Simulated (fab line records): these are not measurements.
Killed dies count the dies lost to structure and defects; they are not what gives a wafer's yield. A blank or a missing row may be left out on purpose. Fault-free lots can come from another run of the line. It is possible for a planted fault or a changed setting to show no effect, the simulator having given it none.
Comparing a struck lot with a sound one ; flow nand harc ; 26 out of 1159 route steps
Sound: the wafers L217.2, L217.3, L217.6. Struck: wafer L229.6 (L229.1, L229.3, from the same lot, were not struck and are left out); the cause is given at the end.
Each step with rows lists, per side, the tool, then ch with its chambers, then its first start. Under that, the readings that differ: sound wafers ; struck wafers ; difference of the means ; sigmas: that difference in standard deviations of wafers without a fault.
alike: readings with means less than 2 such deviations apart, plus words and numbers identical on both sides. not compared: withheld readings, readings lacking a value on some wafer, bounds such as >300 that could conceal the same value, and numbers that have no deviation in the record and whose values overlap.
Wherever a step has rows on one side only, a row that says differs or no value, or a row with sigmas, the two part there. Numbers that have no deviation but don't overlap get no sigmas and don't part them. Lack of a reading on every wafer of one side parts them only where that side has two or more wafers.

NHARC_P_CONTACT_DEP_30: deposits SiNx, target thk 30 nm.
  sound on pecvd-01 ch 1,2, day 5 08:46; struck on pecvd-01 ch 2, day 8 16:59
  alike: heater power w, rf fwd power W
NHARC_P_CONTACT_DEP_00: deposits SiO2, target thk 500 nm.
  sound on pecvd-01 ch 1,2; struck on pecvd-01 ch 2
reading;sound;struck;difference;sigmas
rf fwd power W (W);898.0 896.9 900.7;904.2;+5.7;+2
  alike: heater power w, throttle valve pct
NHARC_P_CONTACT_CMP_01: polishes SiO2, target thk 200 nm.
  sound on cmp-02 ch 0,1,2, day 5 09:27; struck on cmp-04 ch 0, day 8 17:44
  alike: motor current A, slurry flow ml min
then, 8 steps without rows for these wafers: NHARC_P_CONTACT_SRD_03; NHARC_P_CONTACT_DEHYDRATE_04 (time 120 s); NHARC_P_CONTACT_HMDS_05 (time 30 s); NHARC_P_CONTACT_COAT_33 (time 75 s); NHARC_P_CONTACT_COAT_34 (time 65 s); NHARC_P_CONTACT_COAT_06 (resist thk 90 nm); NHARC_P_CONTACT_SOFTBAKE_07 (time 55 s); NHARC_P_CONTACT_EBR_08.
NHARC_P_CONTACT_EXPOSE_09: exposes mask P CA, target cd 90 nm.
  sound on arfi scanner-02 ch 0, day 5 10:07; struck on arfi scanner-02 ch 0, day 8 18:16
  alike: mask, stage vel mm s
then, 2 steps without rows for these wafers: NHARC_P_CONTACT_PEB_10 (peb time 65 s); NHARC_P_CONTACT_DEVELOP_11 (develop time 35 s).
NHARC_P_CONTACT_CD_MEAS_12: the cd target is 90 nm.
  sound on cd sem-02 ch 0, day 5 10:16; struck on cd sem-03 ch 0, day 8 18:25
reading;sound;struck;difference;sigmas
cd nm (nm);90.2 90.7 90.4;85.2;-5.2;-5
NHARC_P_CONTACT_OVL_MEAS_13:
  sound on overlay-01, day 5 10:22; struck on overlay-02, day 8 18:30
reading;sound;struck;difference;sigmas
overlay x nm (nm);1.2 1.2 1.7;-1.4;-2.8;-4
  alike: overlay y nm
NHARC_P_CONTACT_INSPECT_14:
  sound on defect inspect-02, day 5 10:24; struck on defect inspect-02, day 8 18:32
  alike: raw defect count
NHARC_P_CONTACT_DESCUM_17: chemistry O2, time 3 s.
  sound on rie diel-01 ch 1,2, day 5 10:28; struck on rie diel-01 ch 3, day 8 18:35
reading;sound;struck;difference;sigmas
oes product au (a.u.);1.017 1.003 1.000;0.986;-0.021;-2
model.P_CONTACT.cd nm (nm);90.19 90.09 90.37;85.6;-4.6;
  alike: drypump motor current A, rf vpp V, showerhead plenum p Torr, throttle valve pct
  not compared: rf hours counter h
then, 2 steps without rows for these wafers: NHARC_P_CONTACT_ETCH_35 (etches the open film in CF4, target depth 39 nm, time 65 s); NHARC_P_CONTACT_ETCH_36 (etches the open film in N2/H2, target depth 260 nm, time 406.25 s).
NHARC_P_CONTACT_ETCH_18: etches the open film in C4F8/O2/Ar, target depth 481 nm, time 240.5 s.
  sound on rie diel-01 ch 0,1,2; struck on rie diel-01 ch 1
  alike: oes product au, rf fwd power W, rf vpp V
  not compared: rf hours counter h
then, 1 step without rows for these wafers: NHARC_P_CONTACT_STRIP_37 (strips in C4F8/O2/Ar).
NHARC_P_CONTACT_ETCH_31: etches the open film in CH3F/O2, target depth 30 nm, time 85.7 s.
  sound on rie diel-01 ch 0,3; struck on rie diel-01 ch 1
reading;sound;struck;difference;sigmas
model.P_CONTACT.cd nm (nm);87.63 90.21 88.3;85.47;-3.24;
  alike: drypump motor current A, oes product au, rf fwd power W, rf vpp V, showerhead plenum p Torr, throttle valve pct
  not compared: rf hours counter h
NHARC_P_CONTACT_CD_MEAS_19:
  sound on cd sem-03, day 5 11:22; struck on cd sem-03, day 8 19:32
  alike: cd nm
NHARC_P_CONTACT_STRIP_28: strips in O2.
  sound on rie diel-01 ch 0,1,3, day 5 11:28; struck on rie diel-01 ch 2, day 8 19:37
reading;sound;struck;difference;sigmas
throttle valve pct (%);17.055 17.038 17.046;17.013;-0.033;-3
  alike: drypump motor current A, oes product au, rf vpp V, showerhead plenum p Torr
  not compared: rf hours counter h
-- break in the record here, with 14 days between the starts of the struck wafers on either side (left off in module P_CONTACT, picked up again in module END, where the first step shown is number 1159 on the route) --
NHARC_END_SORT_01:
  sound on prober-02 ch 0, day 20 16:19; struck on prober-02 ch 0, day 22 11:47
reading;sound;struck;difference;sigmas
killed open;1 3 3;6;+4;+2
  alike: killed at array, killed at periphery, killed dies, killed short

WHERE THEY PART
Earliest at NHARC_P_CONTACT_DEP_00; latest, in this record, at NHARC_END_SORT_01.

WHY: what the simulator had put in
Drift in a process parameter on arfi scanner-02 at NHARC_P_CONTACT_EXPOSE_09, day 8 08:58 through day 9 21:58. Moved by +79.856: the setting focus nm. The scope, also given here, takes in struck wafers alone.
